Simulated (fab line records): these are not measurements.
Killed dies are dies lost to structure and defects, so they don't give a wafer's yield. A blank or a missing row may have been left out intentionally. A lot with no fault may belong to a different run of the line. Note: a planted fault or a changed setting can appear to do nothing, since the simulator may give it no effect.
fab line records -- flow n5-finfet
record: lots: 12, wafers: 29, last-day: 16
route steps=1938 shown MIM_TOP_LITHO@1847 MIM_BOT_LITHO@1862 TV_OPEN@1888 PASSIVATION@1909
lots that met no fault: from a run of the same line without faults
start-h: hours from the record's opening day to when the first of the lot's shown wafers began -- wait-h: hours elapsed since this lot's preceding step -- " unchanged from the row above -- L1.1+2: a single row standing in for several wafers -- - no value, or no start was given -- * or withheld: withheld -- < > ~ a bound
route shown NAME@n: a module of which the file shows steps, and the number in the route of the first -- usual: average and standard deviation across the fault-free wafers -- same: alike in all rows -- chamber/n: place in a boat -- sites: per-site readings -- _std_site: their standard deviation -- _edge_site: the outer-site mean with the inner-site mean subtracted -- radius-mm: for every site, how far away it sits from the centre of the wafer -- mask NAME#n: copy n -- behind: the tool/chamber that last shaped the wafer -- hold: cause of the lot's hold/its duration in hours/its outcome -- device: which transistor (n, p or np) failed to switch -- end of line: the route-end tests of the same wafers -- step lacking rows: just its recipe -- killed: at the first sort, the dies lost to defects and structure; wafer yield is something else -- map: a wafer's dies, x killed, . not, _ none there
set.NAME: the setting the step ran with; set.NAME@STEP: the setting that earlier step ran with -- model.NAME: the simulator's own value behind a step, which no gauge read
one table for each step of the route and one row for each wafer, over a sample of lots
services: when a tool's chamber went out of use (start-h, in hours from the record's first day, below 0 if earlier), for how many hours, and the reason
== steps ==
step: N5_MIM_TOP_LITHO_CD_MEAS_08
recipe: target-cd-nm: 2000, landing-energy-ev: 500, detector: se-inlens
usual: cd-nm: 2000.6/2.3
lot.wafer,tool,chamber,start-h,wait-h,cd-nm
L630.4,cd-sem-02,0,262.70,-,1998.4
L630.5,cd-sem-02,0,262.70,-,1998.6
L630.6,cd-sem-02,0,262.70,-,1999.1
L633.2,cd-sem-01,0,275.67,-,2000.7
L633.3,cd-sem-01,0,275.67,-,1999.5
L632.3,cd-sem-01,0,276.95,-,2000.2
L632.6,cd-sem-01,0,276.95,-,1998.7
L635.3,cd-sem-03,0,282.50,-,1999.7
L635.5,cd-sem-03,0,282.50,-,1999.6
L634.1,cd-sem-03,0,287.45,-,2003.8
L634.2,cd-sem-03,0,287.45,-,2002.1
L636.1,cd-sem-02,0,294.85,-,1998.0
L636.6,cd-sem-02,0,294.85,-,1998.5
L640.2,cd-sem-01,0,313.42,-,2000.6
L640.5,cd-sem-01,0,313.42,-,2000.2
L645.1,cd-sem-02,0,352.44,-,1998.1
L645.3,cd-sem-02,0,352.44,-,1999.9
L645.5,cd-sem-02,0,352.44,-,2000.0
L648.2,cd-sem-01,0,366.02,-,2001.8
L648.3,cd-sem-01,0,366.02,-,2005.1
L648.4,cd-sem-01,0,366.02,-,2002.6
L647.1,cd-sem-03,0,366.83,-,1997.0
L647.2,cd-sem-03,0,366.83,-,1999.4
L650.2,cd-sem-02,0,374.47,-,1998.9
L650.5,cd-sem-02,0,374.47,-,1997.7
L650.6,cd-sem-02,0,374.47,-,1998.2
L651.4,cd-sem-03,0,384.26,-,2003.6
L651.5,cd-sem-03,0,384.26,-,2006.8
L651.6,cd-sem-03,0,384.26,-,2001.3
step: N5_MIM_BOT_LITHO_CD_MEAS_08
recipe: target-cd-nm: 3000, landing-energy-ev: 500, detector: se-inlens, polarity: opening
usual: cd-nm: 3001.0/2.8
lot.wafer,tool,chamber,start-h,wait-h,cd-nm
L630.4,cd-sem-03,0,263.99,-,3001.6
L630.5,cd-sem-03,0,263.99,-,3002.3
L630.6,cd-sem-03,0,263.99,-,2999.7
L633.2,cd-sem-01,0,276.41,-,3011.0
L633.3,cd-sem-01,0,276.41,-,3001.7
L632.3,cd-sem-03,0,277.70,-,3002.0
L632.6,cd-sem-03,0,277.70,-,3000.0
L635.3,cd-sem-01,0,283.76,-,3001.2
L635.5,cd-sem-01,0,283.76,-,3000.5
L634.1,cd-sem-02,0,288.32,-,3000.2
L634.2,cd-sem-02,0,288.32,-,3004.1
L636.1,cd-sem-02,0,295.98,-,2999.0
L636.6,cd-sem-02,0,295.98,-,3001.0
L640.2,cd-sem-02,0,314.46,-,3003.0
L640.5,cd-sem-02,0,314.46,-,3005.8
L645.1,cd-sem-02,0,353.32,-,2999.1
L645.3,cd-sem-02,0,353.32,-,3002.3
L645.5,cd-sem-02,0,353.32,-,3003.3
L648.2,cd-sem-02,0,366.82,-,2996.6
L648.3,cd-sem-02,0,366.82,-,3001.3
L648.4,cd-sem-02,0,366.82,-,3000.7
L647.1,cd-sem-02,0,367.71,-,3001.8
L647.2,cd-sem-02,0,367.71,-,3002.4
L650.2,cd-sem-01,0,375.34,-,3000.9
L650.5,cd-sem-01,0,375.34,-,2997.8
L650.6,cd-sem-01,0,375.34,-,3003.9
L651.4,cd-sem-03,0,385.14,-,3001.1
L651.5,cd-sem-03,0,385.14,-,3000.6
L651.6,cd-sem-03,0,385.14,-,2999.7
step: N5_PASSIVATION_VIA_ETCH_13
recipe: chemistry: CHF3/O2, target: SiO2, target-depth-a: 6600, CHF3_flow_sccm: 50, O2_flow_sccm: 5, Ar_flow_sccm: 200, time-s: 330, mask-material: PR, pressure-mtorr: 30, source-w: 650, bias-w: 170, ion-energy-ev: 200, ends: cleared
usual: drypump-motor-current-A: 5.6/0.49, etch-rf-on-time-s: 240/5.1, oes-product-au: 0.73/0.079, rf-vpp-V: 514/11, showerhead-plenum-p-Torr: 2.41/0.11, throttle-valve-pct: 18.91/0.21
lot.wafer,tool,chamber,start-h,wait-h,drypump-motor-current-A,etch-rf-on-time-s,oes-product-au,rf-hours-counter-h,rf-vpp-V,showerhead-plenum-p-Torr,throttle-valve-pct
L630.4,rie-diel-06,3,266.25,0.1,4.7,236,0.73,-,515,2.39,18.86
L630.5,rie-diel-06,0,266.25,0.1,6.2,245,0.62,-,529,2.27,19.30
L630.6,rie-diel-06,1,266.25,0.1,5.4,233,0.69,-,512,2.53,18.86
L633.2,rie-diel-02,1,278.23,0.0,5.4,244,0.83,5,499,2.37,18.92
L633.3,rie-diel-02,0,278.23,0.0,5.7,238,0.65,171,525,2.23,19.25
L632.3,rie-diel-06,0,280.48,0.1,6.3,241,0.62,-,530,2.26,19.32
L632.6,rie-diel-06,0,280.48,0.1,6.2,243,0.62,-,530,2.27,19.31
L635.3,rie-diel-03,3,285.65,0.0,6.5,235,0.89,5,509,2.54,18.47
L635.5,rie-diel-03,1,285.65,0.0,5.0,243,0.73,-,509,2.54,18.67
L634.1,rie-diel-02,0,290.94,0.0,5.7,237,0.65,177,525,2.23,19.26
L634.2,rie-diel-02,3,290.94,0.0,6.0,239,0.81,32,534,2.48,18.74
L636.1,rie-diel-06,2,297.91,0.1,4.7,236,0.87,4,512,2.39,18.88
L636.6,rie-diel-06,1,297.91,0.1,5.4,231,0.69,-,510,2.53,18.89
L640.2,rie-diel-02,0,317.54,0.0,5.7,415,0.52,188,524,2.22,19.25
L640.5,rie-diel-02,0,317.54,0.0,5.7,425,0.52,-,524,2.22,19.25
L645.1,rie-diel-02,3,356.14,0.0,6.0,241,0.78,50,534,2.48,18.75
L645.3,rie-diel-02,2,356.14,0.0,5.7,236,0.71,134,502,2.31,18.87
L645.5,rie-diel-02,2,356.14,0.0,5.7,398,0.57,-,503,2.31,18.84
L648.2,rie-diel-06,0,368.88,0.0,6.2,228,0.84,21,538,2.55,18.95
L648.3,rie-diel-06,2,368.88,0.0,4.7,249,0.80,30,511,2.38,18.91
L648.4,rie-diel-06,1,368.88,0.0,5.4,231,0.67,158,511,2.52,18.90
L647.1,rie-diel-06,1,371.15,0.0,5.4,232,0.68,158,511,2.52,18.91
L647.2,rie-diel-06,2,371.15,0.0,4.7,251,0.80,30,510,2.38,18.91
L650.2,rie-diel-03,1,377.22,0.0,5.0,231,0.72,96,507,2.53,18.71
L650.5,rie-diel-03,3,377.22,0.0,6.4,234,0.81,-,509,2.53,18.51
L650.6,rie-diel-03,0,377.22,0.0,5.9,242,0.60,-,511,2.48,18.90
L651.4,rie-diel-03,0,387.05,0.0,6.0,247,0.59,249,511,2.48,18.90
L651.5,rie-diel-03,3,387.05,0.0,6.5,241,0.80,-,509,2.53,18.49
L651.6,rie-diel-03,2,387.05,0.0,5.3,241,0.70,-,522,2.33,19.12
step: N5_PASSIVATION_AL_ETCH_33
recipe: chemistry: Cl2/BCl3, target-depth-a: 28000, over-etch-frac: 0.15, Cl2_flow_sccm: 180, bcl3-flow-sccm: 60, target: Al, stop-on: TaN, time-s: 466.7, ion-energy-ev: 100, pressure-mtorr: 10, icp-w: 900, bias-w: 100
usual: drypump-motor-current-A: 5.88/0.25, oes-product-au: 0.70/0.054, throttle-valve-pct: 34.42/0.22
same: time-s: 466.7
lot.wafer,tool,chamber,start-h,wait-h,drypump-motor-current-A,oes-product-au,rf-hours-counter-h,throttle-valve-pct
L630.4,rie-metal-02,0,267.93,0.5,6.08,0.67,-,33.94
L630.5,rie-metal-02,0,267.93,0.5,6.07,0.66,-,33.96
L630.6,rie-metal-02,0,267.93,0.5,6.03,0.65,-,33.99
L633.2,rie-metal-02,1,280.03,0.1,5.64,0.84,1,34.62
L633.3,rie-metal-02,0,280.03,0.1,6.06,0.65,-,33.99
L632.3,rie-metal-02,0,283.25,0.2,6.02,0.64,-,34.02
L632.6,rie-metal-02,0,283.25,0.2,6.06,0.65,-,34.01
L635.3,rie-metal-03,1,287.79,0.2,5.59,0.71,-,34.51
L635.5,rie-metal-03,0,287.79,0.2,5.80,0.71,-,34.60
L634.1,rie-metal-03,0,292.75,0.1,5.78,0.70,33,34.60
L634.2,rie-metal-03,1,292.75,0.1,5.57,0.71,39,34.52
L636.1,rie-metal-03,0,299.51,0.1,5.79,0.70,34,34.58
L636.6,rie-metal-03,1,299.51,0.1,5.59,0.71,-,34.50
L640.2,rie-metal-03,0,319.07,0.1,5.81,0.70,36,34.60
L640.5,rie-metal-03,0,319.07,0.1,5.80,0.70,-,34.60
L645.1,rie-metal-03,0,357.83,0.1,5.80,0.69,39,34.60
L645.3,rie-metal-03,0,357.83,0.1,5.79,0.69,-,34.61
L645.5,rie-metal-03,0,357.83,0.1,5.78,0.69,-,34.59
L648.2,rie-metal-03,0,370.16,0.1,5.79,0.68,41,34.61
L648.3,rie-metal-03,1,370.16,0.1,5.56,0.67,-,34.54
L648.4,rie-metal-03,0,370.16,0.1,5.78,0.68,-,34.61
L647.1,rie-metal-01,0,373.70,0.1,6.32,0.73,31,34.49
L647.2,rie-metal-01,1,373.70,0.1,6.05,0.65,63,34.27
L650.2,rie-metal-03,1,378.99,0.1,5.57,0.68,48,34.53
L650.5,rie-metal-03,1,378.99,0.1,5.60,0.68,-,34.54
L650.6,rie-metal-03,0,378.99,0.1,5.78,0.69,-,34.60
L651.4,rie-metal-01,0,388.93,0.2,6.33,0.73,-,34.47
L651.5,rie-metal-01,0,388.93,0.2,6.33,0.72,-,34.52
L651.6,rie-metal-01,1,388.93,0.2,5.98,0.66,-,34.24
step: N5_PASSIVATION_PROBE_49
usual: defect-limited-yield: 91.2/1.4, killed_at_M0_to_M3: 32/9.3, killed_at_M4_up: 14/4.9, killed-at-contacts: 15/7.5, killed-at-front-end: 40/11, killed-at-other: 4/3.3, killed-dies: 104/17, killed-open: 68/14, killed-short: 33/7.9, sort_bin_5_function: 5.2/0.99, sort_bin_6_memory: 3.2/0.65, sort-n-pass: 1076/17, sort-yield-pct: 91.1/1.5
same: gross-dies: 1180, killed-at-back-side: 0, sort_bin_4_leakage[%]: 0, sort_bin_8_speed[%]: 0
lot.wafer,tool,chamber,start-h,wait-h,defect-limited-yield[%],killed_at_M0_to_M3,killed_at_M4_up,killed-at-contacts,killed-at-front-end,killed-at-other,killed-dies,killed-open,killed-short,sort_bin_5_function[%],sort_bin_6_memory[%],sort-n-pass,sort-yield-pct[%]
L636.1,prober-01,-,304.47,0.0,92.6,25,20,5,30,7,87,50,27,4.8,2.3,1093,92.6
L636.6,prober-01,-,304.72,0.3,93.8,15,27,10,15,6,73,49,22,3.6,2.3,1107,93.8
L650.2,prober-02,-,384.68,0.1,91.4,32,7,13,48,2,102,62,30,4.7,3.0,1078,91.4
L650.5,prober-02,-,384.83,0.2,90.2,18,21,11,64,2,116,82,33,5.0,4.7,1064,90.2
L650.6,prober-02,-,384.88,0.3,92.5,20,9,12,43,4,88,65,21,4.7,2.6,1092,92.5
L651.4,prober-01,-,393.68,0.2,92.7,22,16,14,33,1,86,49,29,3.9,2.4,1094,92.7
L651.5,prober-01,-,393.73,0.2,93.5,24,18,9,25,1,77,57,19,4.2,2.4,1103,93.5
L651.6,prober-01,-,393.78,0.3,92.7,25,13,20,28,0,86,55,23,3.4,3.2,1094,92.7
killed by level:class
L636.1 FIN_CUT:area-etch=8 BEOL_M4:geometric-particle:open=7 STI_FIN_REVEAL:geometric-particle:open=5 BEOL_M0_SAQP:geometric-particle:short=5 BEOL_M1:geometric-particle:open=5 BEOL_M2:geometric-particle:open=5 DUMMY_GATE:geometric-particle:open=4 BEOL_M1:geometric-particle:short=4
L636.6 BEOL_M4:geometric-particle:open=16 BEOL_M5:geometric-particle:open=6 MOL_CONTACT_COAG:geometric-particle:open=5 MOL_CONTACT_COAG:geometric-particle:short=5 BEOL_M4:geometric-particle:short=5 STI_FIN_REVEAL:geometric-particle:open=4 DUMMY_GATE:geometric-particle:open=4 BEOL_M0_SAQP:geometric-particle:short=4
L650.2 FIN_SAQP:geometric-particle:open=16 MOL_CONTACT_COAG:geometric-particle:open=11 BEOL_M1:geometric-particle:open=7 HKMG_FIN:area-etch=7 BEOL_M0_SAQP:geometric-particle:short=6 BEOL_M3:geometric-particle:open=5 FIN_SAQP:geometric-particle:short=4 STI_FIN_REVEAL:geometric-particle:open=4
L650.5 FIN_SAQP:geometric-particle:open=11 STI_FIN_REVEAL:geometric-particle:open=11 MOL_CONTACT_COAG:geometric-particle:open=10 BEOL_M4:geometric-particle:open=9 DUMMY_GATE:geometric-particle:open=6 STI_FIN_REVEAL:geometric-particle:short=6 BEOL_M3:geometric-particle:open=6 FIN_SAQP:geometric-particle:short=5
L650.6 STI_FIN_REVEAL:geometric-particle:open=15 FIN_SAQP:geometric-particle:open=10 MOL_CONTACT_COAG:geometric-particle:open=10 BEOL_M3:geometric-particle:open=7 BEOL_M4:geometric-particle:open=5 ILD0:geometric-particle:short=4 ILD0:geometric-particle:open=3 BEOL_M1:geometric-particle:open=3
L651.4 MOL_CONTACT_COAG:geometric-particle:open=10 BEOL_M4:geometric-particle:open=9 HKMG_FIN:area-etch=8 ILD0:geometric-particle:short=6 BEOL_M1:geometric-particle:open=6 BEOL_M2:geometric-particle:open=5 DUMMY_GATE:geometric-particle:open=4 MOL_CONTACT_COAG:geometric-particle:short=4
L651.5 BEOL_M1:geometric-particle:open=10 MOL_CONTACT_COAG:geometric-particle:open=7 BEOL_M4:geometric-particle:open=6 BEOL_M0_SAQP:geometric-particle:open=6 STI_FIN_REVEAL:geometric-particle:open=5 FIN_SAQP:geometric-particle:short=4 DUMMY_GATE:geometric-particle:open=4 GATE_CUT:geometric-particle:short=4
L651.6 MOL_CONTACT_COAG:geometric-particle:open=16 BEOL_M1:geometric-particle:open=11 HKMG_FIN:area-etch=8 BEOL_M4:geometric-particle:open=6 BEOL_M3:geometric-particle:open=5 FIN_SAQP:geometric-particle:open=4 MOL_CONTACT_COAG:geometric-particle:short=4 BEOL_M0_SAQP:geometric-particle:short=4
== services ==
tool,chamber,start-h,hours,kind
rie-diel-06,2,262.16,-,clean
rie-diel-06,2,262.16,-,consumable-replace:focus-ring
rie-diel-06,2,262.16,25.1,scheduled-down
rie-diel-06,2,262.16,25.1,vent-cycle
rie-diel-03,0,274.83,3.8,repair
rie-diel-06,3,276.39,6.5,repair
rie-diel-02,3,277.39,11.6,repair
rie-diel-06,0,287.31,-,clean
rie-diel-06,0,287.31,-,consumable-replace:focus-ring
rie-diel-06,0,287.31,-,consumable-replace:showerhead
rie-diel-06,0,287.31,19.2,scheduled-down
rie-diel-06,0,287.31,19.2,vent-cycle
rie-metal-02,0,288.25,18.7,repair
rie-diel-06,3,289.56,18.8,repair
rie-diel-02,3,297.64,18.1,repair
rie-diel-02,1,303.65,4.8,repair
rie-diel-06,1,313.27,20.2,repair
rie-diel-02,0,320.60,12.9,repair
rie-diel-03,2,336.02,2.5,repair
rie-metal-03,-,350.90,0.3,repair
rie-diel-03,1,354.76,13.3,repair
rie-metal-01,-,360.14,0.3,repair
rie-diel-03,0,362.06,14.1,repair
rie-diel-02,2,380.92,7.2,repair
== key ==
first-sign: step: N5_PASSIVATION_VIA_ETCH_13, reading: etch-rf-on-time-s, direction: up, sigmas: 34, usual: *, struck: *
effect: step: N5_PASSIVATION_VIA_ETCH_13, reading: oes-product-au, direction: down, sigmas: 2.4, usual: 0.73, struck: 0.54
met-at N5_PASSIVATION_VIA_ETCH_13
struck-lots L640,L645
struck-wafers L640.2,L640.5,L645.5
not-acting-at N5_MIM_TOP_LITHO_CD_MEAS_08,N5_MIM_BOT_LITHO_CD_MEAS_08,N5_PASSIVATION_AL_ETCH_33
onset-between 290.94 317.54
fault: kind: process-parameter-drift, tool: rie-diel-02, chamber: -, onset-h: 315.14, steps: N5_PASSIVATION_VIA_ETCH_13, channel: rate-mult, offset: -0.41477, shape: step, end-h: 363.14, scope: struck-wafers-only
